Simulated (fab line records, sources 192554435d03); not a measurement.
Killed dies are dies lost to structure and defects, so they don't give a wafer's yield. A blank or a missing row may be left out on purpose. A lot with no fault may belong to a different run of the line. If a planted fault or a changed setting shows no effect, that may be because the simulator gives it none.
fab line records + flow n5_finfet + part 1 of 2: steps 1 to 4 of 6
record:
- lots: 21
- wafers: 63
- last_day: 17
route steps=1938 shown BEOL_M0_SAQP@651 BEOL_M0@715
lots that met no fault: taken from a fault-free run of the same line
start_h: the number of hours between the record's first day and the start of the first shown wafer of the lot + wait_h: hours since the lot's step before + " repeats the value in the row above + L1.1+2: several wafers, shown together as one row + - no value, or no start was given + * or withheld: withheld + < > ~ a bound
route shown NAME@n: NAME is a module with steps in the file, n the number in the route of the first one + usual: the fault-free wafers' mean and standard deviation + same: alike in all rows + chamber/n: place in a boat + sites: per-site readings + _std_site: the values' standard deviation + _edge_site: inner sites' mean taken away from outer sites' mean + radius_mm: for every site, how far away it sits from the centre of the wafer + mask NAME#n: copy n + behind: tool/chamber where the wafer was last shaped + hold: the reason the lot was held/the length of the hold in hours/how it ended + device: names the non-switching transistor (n, p or np) + end of line: the tests these same wafers got at the end of their route + for a step that has no rows: nothing shown but its recipe + killed: at the first sort, the dies lost to defects and structure; wafer yield is something else + map: shows each die of a wafer: x if killed, . if not, _ if none is there
set.NAME: setting as actually run; set.NAME@STEP: the setting as run at that earlier step + model.NAME: the simulator's own value behind a step, which no gauge read
one table for each step of the route and one row for each wafer, over a sample of lots
services: when a tool's chamber went out of use (start_h, in hours from the record's first day, below 0 if earlier), for how many hours, and the reason
== steps ==
step: N5_BEOL_M0_SAQP_INSPECT_16
recipe:
- mode: adi
- inspect_instrument: brightfield
usual:
- raw_defect_count: 508/140
| lot.wafer | tool              | chamber | start_h | wait_h | raw_defect_count |
|-----------|-------------------|---------|---------|--------|------------------|
| L074.1    | defect_inspect-02 | -       | 107.29  | 0.0    | 420              |
| L074.2    | "                 | -       | "       | "      | 481              |
| L074.3    | "                 | -       | "       | "      | 502              |
| L075.2    | defect_inspect-02 | -       | 112.81  | 0.0    | 336              |
| L075.5    | "                 | -       | "       | "      | 367              |
| L075.6    | "                 | -       | "       | "      | 419              |
| L076.3    | defect_inspect-01 | -       | 122.73  | 0.0    | 510              |
| L076.4    | "                 | -       | "       | "      | 444              |
| L076.5    | "                 | -       | "       | "      | 504              |
| L078.2    | defect_inspect-02 | -       | 136.26  | 0.0    | 556              |
| L078.3    | "                 | -       | "       | "      | 465              |
| L078.4    | "                 | -       | "       | "      | 584              |
| L079.1    | defect_inspect-01 | -       | 140.67  | 0.0    | 439              |
| L079.3    | "                 | -       | "       | "      | 490              |
| L079.4    | "                 | -       | "       | "      | 501              |
| L080.2    | defect_inspect-02 | -       | 147.04  | 0.0    | 550              |
| L080.4    | "                 | -       | "       | "      | 422              |
| L080.6    | "                 | -       | "       | "      | 320              |
| L081.2    | defect_inspect-02 | -       | 153.40  | 0.0    | 628              |
| L081.5    | "                 | -       | "       | "      | 428              |
| L081.6    | "                 | -       | "       | "      | 540              |
| L082.1    | defect_inspect-01 | -       | 160.39  | 0.0    | 307              |
| L082.4    | "                 | -       | "       | "      | 499              |
| L082.5    | "                 | -       | "       | "      | 291              |
| L084.1    | defect_inspect-01 | -       | 173.25  | 0.0    | 763              |
| L084.3    | "                 | -       | "       | "      | 710              |
| L084.4    | "                 | -       | "       | "      | 609              |
| L085.3    | defect_inspect-02 | -       | 177.65  | 0.0    | 479              |
| L085.5    | "                 | -       | "       | "      | 541              |
| L085.6    | "                 | -       | "       | "      | 570              |
| L086.1    | defect_inspect-02 | -       | 184.03  | 0.0    | 627              |
| L086.2    | "                 | -       | "       | "      | 624              |
| L086.4    | "                 | -       | "       | "      | 578              |
| L087.1    | defect_inspect-01 | -       | 186.20  | 0.0    | 436              |
| L087.3    | "                 | -       | "       | "      | 799              |
| L087.6    | "                 | -       | "       | "      | 731              |
| L088.1    | defect_inspect-01 | -       | 197.68  | 0.0    | 488              |
| L088.2    | "                 | -       | "       | "      | 405              |
| L088.4    | "                 | -       | "       | "      | 308              |
| L089.1    | defect_inspect-02 | -       | 200.83  | 0.0    | 494              |
| L089.2    | "                 | -       | "       | "      | 536              |
| L089.4    | "                 | -       | "       | "      | 483              |
| L090.3    | defect_inspect-01 | -       | 209.14  | 0.0    | 566              |
| L090.4    | "                 | -       | "       | "      | 505              |
| L090.6    | "                 | -       | "       | "      | 562              |
| L091.2    | defect_inspect-01 | -       | 213.02  | 0.0    | 631              |
| L091.3    | "                 | -       | "       | "      | 599              |
| L091.5    | "                 | -       | "       | "      | 615              |
| L092.2    | defect_inspect-02 | -       | 219.22  | 0.0    | 436              |
| L092.3    | "                 | -       | "       | "      | 476              |
| L092.4    | "                 | -       | "       | "      | 522              |
| L093.4    | defect_inspect-01 | -       | 223.98  | 0.0    | 424              |
| L093.5    | "                 | -       | "       | "      | 584              |
| L093.6    | "                 | -       | "       | "      | 395              |
| L094.1    | defect_inspect-02 | -       | 231.99  | 0.0    | 388              |
| L094.3    | "                 | -       | "       | "      | 397              |
| L094.5    | "                 | -       | "       | "      | 407              |
| L095.3    | defect_inspect-02 | -       | 233.65  | 0.0    | 459              |
| L095.4    | "                 | -       | "       | "      | 497              |
| L095.5    | "                 | -       | "       | "      | 636              |
| L096.3    | defect_inspect-02 | -       | 241.52  | 0.0    | 429              |
| L096.5    | "                 | -       | "       | "      | 524              |
| L096.6    | "                 | -       | "       | "      | 648              |
step: N5_BEOL_M0_SAQP_STRIP_86
recipe:
- chemistry: N2/H2
- power_w: 500
- temp_c: 40
- pressure_mtorr: 50
- rf_frequency_hz: 6e+07
- overash_fraction: 0.3
- bias_power_w: 28
- h2_frac: 0.5
- n2_flow_sccm: 300
- h2_flow_sccm: 300
usual:
- drypump_motor_current_A: 5.9/0.39
- oes_product_au: 0.74/0.065
- rf_vpp_V: 121.6/1.4
- showerhead_plenum_p_Torr: 3.32/0.11
- throttle_valve_pct: 19.1/0.41
| lot.wafer | tool        | chamber | start_h | wait_h | drypump_motor_current_A | oes_product_au | rf_hours_counter_h | rf_vpp_V | showerhead_plenum_p_Torr | throttle_valve_pct |
|-----------|-------------|---------|---------|--------|-------------------------|----------------|--------------------|----------|--------------------------|--------------------|
| L074.1    | rie_diel-06 | 2       | 107.70  | 0.1    | 5.7                     | 0.81           | 121                | 120.5    | 3.12                     | 18.9               |
| L074.2    | "           | 3       | "       | "      | 6.2                     | 0.78           | 138                | 122.3    | 3.36                     | 19.4               |
| L074.3    | "           | 0       | "       | "      | 5.7                     | 0.76           | 139                | 122.7    | 3.38                     | 19.6               |
| L075.2    | rie_diel-05 | 0       | 113.57  | 0.2    | 6.4                     | 0.73           | 227                | 122.1    | 3.20                     | 19.4               |
| L075.5    | "           | 1       | "       | "      | 6.1                     | 0.75           | -                  | 124.4    | 3.35                     | 18.5               |
| L075.6    | "           | 2       | "       | "      | 6.2                     | 0.71           | -                  | 120.8    | 3.18                     | 18.2               |
| L076.3    | rie_diel-01 | 3       | 123.15  | 0.1    | 5.6                     | 0.73           | 174                | 120.7    | 3.47                     | 19.1               |
| L076.4    | "           | 3       | "       | "      | 5.7                     | 0.74           | -                  | 123.5    | 3.47                     | 19.1               |
| L076.5    | "           | 0       | "       | "      | 6.2                     | 0.73           | -                  | 120.2    | 3.20                     | 19.5               |
| L078.2    | rie_diel-05 | 2       | 136.67  | 0.1    | 6.2                     | 0.70           | 214                | 120.9    | 3.18                     | 18.2               |
| L078.3    | "           | 1       | "       | "      | 6.1                     | 0.74           | 162                | 120.8    | 3.35                     | 18.5               |
| L078.4    | "           | 0       | "       | "      | 6.4                     | 0.71           | 234                | 118.9    | 3.20                     | 19.4               |
| L079.1    | rie_diel-01 | 1       | 141.07  | 0.1    | 6.1                     | 0.73           | 202                | 119.5    | 3.31                     | 19.1               |
| L079.3    | "           | 2       | "       | "      | 5.2                     | 0.95           | 2                  | 120.5    | 3.29                     | 19.0               |
| L079.4    | "           | 3       | "       | "      | 5.6                     | 0.72           | 180                | 121.8    | 3.47                     | 19.1               |
| L080.2    | rie_diel-06 | 0       | 147.46  | 0.1    | 5.7                     | 0.74           | 150                | 124.5    | 3.37                     | 19.6               |
| L080.4    | "           | 3       | "       | "      | 6.2                     | 0.76           | 149                | 120.6    | 3.36                     | 19.5               |
| L080.6    | "           | 0       | "       | "      | 5.7                     | 0.74           | -                  | 121.0    | 3.37                     | 19.6               |
| L081.2    | rie_diel-01 | 2       | 154.22  | 0.1    | 5.3                     | 0.94           | 6                  | 122.5    | 3.29                     | 19.0               |
| L081.5    | "           | 3       | "       | "      | 5.6                     | 0.71           | -                  | 122.7    | 3.46                     | 19.0               |
| L081.6    | "           | 2       | "       | "      | 5.3                     | 0.94           | -                  | 120.2    | 3.29                     | 19.0               |
| L082.1    | rie_diel-01 | 2       | 160.81  | 0.1    | 5.2                     | 0.93           | 8                  | 120.1    | 3.29                     | 19.0               |
| L082.4    | "           | 1       | "       | "      | 6.1                     | 0.73           | 207                | 121.8    | 3.31                     | 19.1               |
| L082.5    | "           | 2       | "       | "      | 5.2                     | 0.93           | -                  | 122.0    | 3.29                     | 19.0               |
| L084.1    | rie_diel-05 | 1       | 173.66  | 0.1    | 6.0                     | 0.73           | 173                | 123.6    | 3.34                     | 18.6               |
| L084.3    | "           | 3       | "       | "      | 6.2                     | 0.69           | 209                | 122.8    | 3.48                     | 19.0               |
| L084.4    | "           | 0       | "       | "      | 6.4                     | 0.69           | 244                | 123.8    | 3.19                     | 19.4               |
| L085.3    | rie_diel-06 | 2       | 178.06  | 0.1    | 5.6                     | 0.77           | 140                | 122.4    | 3.11                     | 18.9               |
| L085.5    | "           | 0       | "       | "      | 5.7                     | 0.74           | -                  | 122.4    | 3.37                     | 19.6               |
| L085.6    | "           | 1       | "       | "      | 5.2                     | 0.71           | -                  | 121.4    | 3.31                     | 18.7               |
| L086.1    | rie_diel-05 | 2       | 184.44  | 0.1    | 6.2                     | 0.69           | 229                | 119.7    | 3.17                     | 18.2               |
| L086.2    | "           | 1       | "       | "      | 6.0                     | 0.74           | 176                | 121.8    | 3.34                     | 18.6               |
| L086.4    | "           | 0       | "       | "      | 6.4                     | 0.70           | 248                | 120.7    | 3.19                     | 19.4               |
| L087.1    | rie_diel-06 | 1       | 186.70  | 0.1    | 5.2                     | 0.70           | 227                | 121.3    | 3.31                     | 18.7               |
| L087.3    | "           | 0       | "       | "      | 5.7                     | 0.75           | 161                | 124.2    | 3.37                     | 19.6               |
| L087.6    | "           | 1       | "       | "      | 5.2                     | 0.70           | -                  | 122.8    | 3.31                     | 18.7               |
| L088.1    | rie_diel-01 | 1       | 198.09  | 0.1    | 6.1                     | 0.71           | 218                | 121.1    | 3.30                     | 19.1               |
| L088.2    | "           | 2       | "       | "      | 5.2                     | 0.90           | 17                 | 123.0    | 3.28                     | 19.0               |
| L088.4    | "           | 0       | "       | "      | 6.2                     | 0.72           | 215                | 121.2    | 3.19                     | 19.6               |
| L089.1    | rie_diel-06 | 0       | 201.66  | 0.1    | 5.7                     | 0.74           | 163                | 121.5    | 3.37                     | 19.6               |
| L089.2    | "           | 1       | "       | "      | 5.2                     | 0.70           | 232                | 122.8    | 3.31                     | 18.8               |
| L089.4    | "           | 3       | "       | "      | 6.2                     | 0.73           | -                  | 118.8    | 3.35                     | 19.5               |
| L090.3    | rie_diel-06 | 0       | 209.58  | 0.1    | 5.7                     | 0.73           | 167                | 122.2    | 3.36                     | 19.6               |
| L090.4    | "           | 1       | "       | "      | 5.2                     | 0.69           | -                  | 123.7    | 3.30                     | 18.7               |
| L090.6    | "           | 0       | "       | "      | 5.7                     | 0.73           | -                  | 122.3    | 3.36                     | 19.6               |
| L091.2    | rie_diel-01 | 0       | 213.43  | 0.1    | 6.2                     | 0.71           | 220                | 119.0    | 3.18                     | 19.5               |
| L091.3    | "           | 3       | "       | "      | 5.6                     | 0.71           | 201                | 123.7    | 3.46                     | 19.1               |
| L091.5    | "           | 1       | "       | "      | 6.1                     | 0.70           | -                  | 119.6    | 3.30                     | 19.2               |
| L092.2    | rie_diel-05 | 3       | 219.63  | 0.1    | 6.1                     | 0.69           | 224                | 123.7    | 3.47                     | 19.1               |
| L092.3    | "           | 0       | "       | "      | 6.4                     | 0.96           | 3                  | 122.6    | 3.59                     | 19.1               |
| L092.4    | "           | 0       | "       | "      | 6.5                     | 0.93           | -                  | 123.9    | 3.59                     | 19.0               |
| L093.4    | rie_diel-01 | 1       | 224.84  | 0.2    | 6.1                     | 0.71           | 225                | 120.1    | 3.30                     | 19.1               |
| L093.5    | "           | 1       | "       | "      | 6.1                     | 0.70           | -                  | 121.5    | 3.30                     | 19.1               |
| L093.6    | "           | 0       | "       | "      | 6.2                     | 0.70           | -                  | 119.3    | 3.18                     | 19.5               |
| L094.1    | rie_diel-06 | 3       | 232.53  | 0.1    | 6.2                     | 0.74           | 176                | 119.7    | 3.34                     | 19.5               |
| L094.3    | "           | 0       | "       | "      | 5.7                     | 0.74           | 174                | 122.7    | 3.36                     | 19.6               |
| L094.5    | "           | 1       | "       | "      | 5.2                     | 0.69           | -                  | 124.9    | 3.30                     | 18.7               |
| L095.3    | rie_diel-06 | 2       | 234.05  | 0.1    | 5.7                     | 0.77           | 149                | 120.3    | 3.11                     | 19.0               |
| L095.4    | "           | 3       | "       | "      | 6.2                     | 0.74           | 176                | 122.6    | 3.34                     | 19.5               |
| L095.5    | "           | 0       | "       | "      | 5.7                     | 0.73           | -                  | 122.6    | 3.36                     | 19.6               |
| L096.3    | rie_diel-05 | 3       | 242.08  | 0.2    | 6.1                     | 0.67           | 230                | 121.0    | 3.47                     | 19.1               |
| L096.5    | "           | 0       | "       | "      | 6.4                     | 0.93           | -                  | 121.9    | 3.59                     | 19.0               |
| L096.6    | "           | 3       | "       | "      | 6.2                     | 0.67           | -                  | 122.7    | 3.47                     | 19.1               |
step: N5_BEOL_M0_SAQP_SPACER2_ETCHBACK_27
recipe:
- chemistry: CHF3/O2
- mode: anisotropic_etchback
- target: SiO2
- target_depth_a: 225
- time_s: 11.25
- pressure_mtorr: 30
- source_w: 650
- bias_w: 170
- Ar_flow_sccm: 200
- CHF3_flow_sccm: 50
- O2_flow_sccm: 5
- ion_energy_ev: 200
usual:
- drypump_motor_current_A: 5.9/0.39
- oes_ar_750_au: 0.76/0.08
- oes_product_au: 0.75/0.081
- rf_vpp_V: 524/6.8
- showerhead_plenum_p_Torr: 2.39/0.081
- throttle_valve_pct: 19.01/0.21
| lot.wafer | tool        | chamber | start_h | wait_h | drypump_motor_current_A | oes_ar_750_au | oes_product_au | rf_hours_counter_h | rf_vpp_V | showerhead_plenum_p_Torr | throttle_valve_pct |
|-----------|-------------|---------|---------|--------|-------------------------|---------------|----------------|--------------------|----------|--------------------------|--------------------|
| L074.1    | rie_diel-01 | 0       | 110.63  | 0.3    | 6.2                     | 0.72          | 0.73           | 187                | 525      | 2.31                     | 19.01              |
| L074.2    | "           | 1       | "       | "      | 6.1                     | 0.73          | 0.72           | 190                | 523      | 2.39                     | 19.09              |
| L074.3    | "           | 2       | "       | "      | 5.3                     | 0.70          | 0.69           | 247                | 530      | 2.37                     | 19.09              |
| L075.2    | rie_diel-06 | 2       | 116.85  | 0.3    | 5.7                     | 0.82          | 0.80           | 125                | 515      | 2.23                     | 19.01              |
| L075.5    | "           | 3       | "       | "      | 6.2                     | 0.76          | 0.75           | -                  | 522      | 2.41                     | 19.27              |
| L075.6    | "           | 0       | "       | "      | 5.7                     | 0.77          | 0.75           | -                  | 513      | 2.42                     | 19.06              |
| L076.3    | rie_diel-01 | 1       | 127.13  | 0.5    | 6.1                     | 0.72          | 0.71           | 197                | 524      | 2.39                     | 19.11              |
| L076.4    | "           | 1       | "       | "      | 6.1                     | 0.72          | 0.70           | -                  | 525      | 2.39                     | 19.11              |
| L076.5    | "           | 0       | "       | "      | 6.2                     | 0.72          | 0.72           | -                  | 523      | 2.30                     | 19.01              |
| L078.2    | rie_diel-05 | 0       | 139.59  | 0.4    | 6.4                     | 0.71          | 0.71           | 235                | 515      | 2.27                     | 19.43              |
| L078.3    | "           | 3       | "       | "      | 6.1                     | 0.71          | 0.70           | 198                | 539      | 2.49                     | 19.08              |
| L078.4    | "           | 2       | "       | "      | 6.2                     | 0.71          | 0.70           | 215                | 536      | 2.29                     | 18.66              |
| L079.1    | rie_diel-05 | 0       | 144.12  | 0.3    | 6.4                     | 0.71          | 0.71           | 236                | 515      | 2.27                     | 19.41              |
| L079.3    | "           | 2       | "       | "      | 6.2                     | 0.71          | 0.70           | 216                | 534      | 2.29                     | 18.64              |
| L079.4    | "           | 3       | "       | "      | 6.1                     | 0.71          | 0.71           | 199                | 539      | 2.49                     | 19.10              |
| L080.2    | rie_diel-01 | 2       | 150.74  | 0.3    | 5.2                     | 0.96          | 0.95           | 5                  | 530      | 2.37                     | 18.74              |
| L080.4    | "           | 0       | "       | "      | 6.2                     | 0.71          | 0.72           | 202                | 524      | 2.30                     | 19.04              |
| L080.6    | "           | 1       | "       | "      | 6.1                     | 0.72          | 0.72           | -                  | 523      | 2.39                     | 19.12              |
| L081.2    | rie_diel-01 | 2       | 157.04  | 0.3    | 5.2                     | 0.96          | 0.95           | 7                  | 530      | 2.36                     | 18.72              |
| L081.5    | "           | 2       | "       | "      | 5.2                     | 0.95          | 0.95           | -                  | 531      | 2.36                     | 18.75              |
| L081.6    | "           | 1       | "       | "      | 6.1                     | 0.72          | 0.72           | -                  | 526      | 2.38                     | 19.12              |
| L082.1    | rie_diel-01 | 0       | 163.80  | 0.3    | 6.2                     | 0.71          | 0.72           | 206                | 525      | 2.30                     | 19.04              |
| L082.4    | "           | 1       | "       | "      | 6.1                     | 0.71          | 0.71           | 208                | 524      | 2.38                     | 19.13              |
| L082.5    | "           | 0       | "       | "      | 6.2                     | 0.72          | 0.71           | -                  | 524      | 2.30                     | 19.05              |
| L084.1    | rie_diel-01 | 2       | 176.62  | 0.4    | 5.3                     | 0.93          | 0.93           | 12                 | 529      | 2.36                     | 18.75              |
| L084.3    | "           | 0       | "       | "      | 6.2                     | 0.71          | 0.72           | 210                | 524      | 2.30                     | 19.03              |
| L084.4    | "           | 1       | "       | "      | 6.1                     | 0.72          | 0.70           | 213                | 523      | 2.38                     | 19.13              |
| L085.3    | rie_diel-06 | 3       | 181.19  | 0.3    | 6.2                     | 0.74          | 0.73           | 159                | 523      | 2.40                     | 19.28              |
| L085.5    | "           | 3       | "       | "      | 6.2                     | 0.74          | 0.73           | -                  | 525      | 2.40                     | 19.30              |
| L085.6    | "           | 0       | "       | "      | 5.7                     | 0.76          | 0.74           | -                  | 516      | 2.42                     | 19.07              |
| L086.1    | rie_diel-01 | 2       | 189.12  | 0.3    | 5.2                     | 0.93          | 0.92           | 15                 | 529      | 2.36                     | 18.76              |
| L086.2    | "           | 0       | "       | "      | 6.2                     | 0.71          | 0.71           | 213                | 523      | 2.30                     | 19.04              |
| L086.4    | "           | 1       | "       | "      | 6.1                     | 0.70          | 0.71           | 215                | 524      | 2.38                     | 19.15              |
| L087.1    | rie_diel-01 | 2       | 191.73  | 0.3    | 5.2                     | 0.92          | 0.93           | 16                 | 529      | 2.36                     | 18.76              |
| L087.3    | "           | 1       | "       | "      | 6.1                     | 0.71          | 0.71           | 216                | 523      | 2.38                     | 19.13              |
| L087.6    | "           | 0       | "       | "      | 6.2                     | 0.71          | 0.71           | -                  | 524      | 2.30                     | 19.05              |
| L088.1    | rie_diel-06 | 3       | 201.06  | 0.4    | 6.2                     | 0.74          | 0.73           | 165                | 523      | 2.40                     | 19.29              |
| L088.2    | "           | 0       | "       | "      | 5.7                     | 0.76          | 0.74           | 163                | 515      | 2.41                     | 19.09              |
| L088.4    | "           | 0       | "       | "      | 5.7                     | 0.75          | 0.74           | -                  | 515      | 2.41                     | 19.08              |
| L089.1    | rie_diel-06 | 0       | 204.75  | 0.3    | 5.7                     | 0.75          | 0.74           | 165                | 515      | 2.41                     | 19.10              |
| L089.2    | "           | 3       | "       | "      | 6.2                     | 0.74          | 0.73           | 167                | 522      | 2.40                     | 19.32              |
| L089.4    | "           | 1       | "       | "      | 5.2                     | 0.71          | 0.70           | -                  | 518      | 2.37                     | 18.72              |
| L090.3    | rie_diel-05 | 2       | 212.33  | 0.3    | 6.2                     | 0.69          | 0.69           | 239                | 534      | 2.28                     | 18.69              |
| L090.4    | "           | 3       | "       | "      | 6.2                     | 0.69          | 0.69           | -                  | 539      | 2.48                     | 19.15              |
| L090.6    | "           | 0       | "       | "      | 6.4                     | 0.97          | 0.97           | -                  | 522      | 2.56                     | 19.02              |
| L091.2    | rie_diel-01 | 3       | 216.49  | 0.3    | 5.6                     | 0.73          | 0.70           | 201                | 521      | 2.50                     | 19.20              |
| L091.3    | "           | 0       | "       | "      | 6.2                     | 0.70          | 0.70           | 220                | 522      | 2.29                     | 19.05              |
| L091.5    | "           | 1       | "       | "      | 6.1                     | 0.70          | 0.69           | -                  | 523      | 2.38                     | 19.16              |
| L092.2    | rie_diel-05 | 0       | 222.47  | 0.3    | 6.4                     | 0.95          | 0.95           | 5                  | 522      | 2.56                     | 19.02              |
| L092.3    | "           | 2       | "       | "      | 6.2                     | 0.69          | 0.69           | 242                | 534      | 2.28                     | 18.70              |
| L092.4    | "           | 1       | "       | "      | 6.1                     | 0.75          | 0.74           | 180                | 519      | 2.40                     | 18.77              |
| L093.4    | rie_diel-01 | 1       | 227.75  | 0.4    | 6.1                     | 0.70          | 0.69           | 227                | 523      | 2.38                     | 19.16              |
| L093.5    | "           | 1       | "       | "      | 6.1                     | 0.70          | 0.70           | -                  | 523      | 2.38                     | 19.16              |
| L093.6    | "           | 2       | "       | "      | 5.2                     | 0.90          | 0.90           | -                  | 528      | 2.36                     | 18.78              |
| L094.1    | rie_diel-06 | 0       | 237.25  | 0.3    | 5.7                     | 0.75          | 0.73           | 174                | 517      | 2.41                     | 19.10              |
| L094.3    | "           | 3       | "       | "      | 6.2                     | 0.73          | 0.73           | 177                | 524      | 2.39                     | 19.31              |
| L094.5    | "           | 1       | "       | "      | 5.2                     | 0.70          | 0.69           | -                  | 519      | 2.36                     | 18.74              |
| L095.3    | rie_diel-05 | 3       | 237.76  | 0.3    | 6.2                     | 0.69          | 0.68           | 229                | 538      | 2.48                     | 19.13              |
| L095.4    | "           | 2       | "       | "      | 6.2                     | 0.69          | 0.69           | 246                | 535      | 2.28                     | 18.70              |
| L095.5    | "           | 3       | "       | "      | 6.1                     | 0.69          | 0.69           | -                  | 539      | 2.48                     | 19.15              |
| L096.3    | rie_diel-06 | 3       | 245.91  | 0.5    | 6.2                     | 0.73          | 0.72           | 179                | 521      | 2.39                     | 19.33              |
| L096.5    | "           | 3       | "       | "      | 6.2                     | 0.72          | 0.73           | -                  | 524      | 2.39                     | 19.32              |
| L096.6    | "           | 0       | "       | "      | 5.7                     | 0.74          | 0.73           | -                  | 516      | 2.41                     | 19.12              |
step: N5_BEOL_M0_SAQP_OVL_MEAS_41
recipe:
- points_per_wafer: 522
usual:
- M0_CUT1_OVL: 0.0/0.57
same:
- points_per_wafer: 522
| lot.wafer | tool       | chamber | start_h | wait_h | M0_CUT1_OVL[nm] |
|-----------|------------|---------|---------|--------|-----------------|
| L074.1    | overlay-02 | 0       | 111.29  | 0.0    | -1.0            |
| L074.2    | "          | 0       | "       | "      | -0.7            |
| L074.3    | "          | 0       | "       | "      | -0.6            |
| L075.2    | overlay-01 | 0       | 117.39  | 0.0    | 0.1             |
| L075.5    | "          | 0       | "       | "      | 0.2             |
| L075.6    | "          | 0       | "       | "      | 0.6             |
| L076.3    | overlay-01 | 0       | 127.68  | 0.0    | -0.3            |
| L076.4    | "          | 0       | "       | "      | -0.5            |
| L076.5    | "          | 0       | "       | "      | -0.4            |
| L078.2    | overlay-02 | 0       | 141.08  | 0.0    | -0.3            |
| L078.3    | "          | 0       | "       | "      | 0.2             |
| L078.4    | "          | 0       | "       | "      | -0.3            |
| L079.1    | overlay-02 | 0       | 144.78  | 0.0    | 0.7             |
| L079.3    | "          | 0       | "       | "      | -0.4            |
| L079.4    | "          | 0       | "       | "      | -0.1            |
| L080.2    | overlay-01 | 0       | 151.40  | 0.0    | -0.1            |
| L080.4    | "          | 0       | "       | "      | -0.4            |
| L080.6    | "          | 0       | "       | "      | 0.0             |
| L081.2    | overlay-02 | 0       | 157.71  | 0.0    | -0.7            |
| L081.5    | "          | 0       | "       | "      | -0.6            |
| L081.6    | "          | 0       | "       | "      | -0.8            |
| L082.1    | overlay-01 | 0       | 164.46  | 0.0    | 0.6             |
| L082.4    | "          | 0       | "       | "      | 0.2             |
| L082.5    | "          | 0       | "       | "      | -0.2            |
| L084.1    | overlay-01 | 0       | 177.28  | 0.0    | 1.0             |
| L084.3    | "          | 0       | "       | "      | 0.5             |
| L084.4    | "          | 0       | "       | "      | 0.5             |
| L085.3    | overlay-02 | 0       | 181.87  | 0.0    | -1.3            |
| L085.5    | "          | 0       | "       | "      | -0.9            |
| L085.6    | "          | 0       | "       | "      | 0.3             |
| L086.1    | overlay-02 | 0       | 189.65  | 0.0    | -0.5            |
| L086.2    | "          | 0       | "       | "      | 0.3             |
| L086.4    | "          | 0       | "       | "      | 0.3             |
| L087.1    | overlay-01 | 0       | 192.39  | 0.0    | 1.5             |
| L087.3    | "          | 0       | "       | "      | 0.0             |
| L087.6    | "          | 0       | "       | "      | -0.1            |
| L088.1    | overlay-01 | 0       | 201.73  | 0.0    | -0.1            |
| L088.2    | "          | 0       | "       | "      | -0.4            |
| L088.4    | "          | 0       | "       | "      | 0.3             |
| L089.1    | overlay-01 | 0       | 205.28  | 0.0    | 0.6             |
| L089.2    | "          | 0       | "       | "      | 0.7             |
| L089.4    | "          | 0       | "       | "      | 0.2             |
| L090.3    | overlay-01 | 0       | 213.00  | 0.0    | 0.2             |
| L090.4    | "          | 0       | "       | "      | 0.0             |
| L090.6    | "          | 0       | "       | "      | -0.4            |
| L091.2    | overlay-01 | 0       | 217.03  | 0.0    | 1.4             |
| L091.3    | "          | 0       | "       | "      | 0.7             |
| L091.5    | "          | 0       | "       | "      | 0.4             |
| L092.2    | overlay-01 | 0       | 223.01  | 0.0    | 1.2             |
| L092.3    | "          | 0       | "       | "      | -0.5            |
| L092.4    | "          | 0       | "       | "      | 0.6             |
| L093.4    | overlay-01 | 0       | 228.30  | 0.0    | 0.2             |
| L093.5    | "          | 0       | "       | "      | -0.2            |
| L093.6    | "          | 0       | "       | "      | -0.1            |
| L094.1    | overlay-02 | 0       | 237.78  | 0.0    | -0.2            |
| L094.3    | "          | 0       | "       | "      | -0.3            |
| L094.5    | "          | 0       | "       | "      | 0.4             |
| L095.3    | overlay-01 | 0       | 238.31  | 0.0    | -0.1            |
| L095.4    | "          | 0       | "       | "      | 0.5             |
| L095.5    | "          | 0       | "       | "      | 0.2             |
| L096.3    | overlay-01 | 0       | 246.58  | 0.0    | -0.3            |
| L096.5    | "          | 0       | "       | "      | 0.1             |
| L096.6    | "          | 0       | "       | "      | -0.1            |
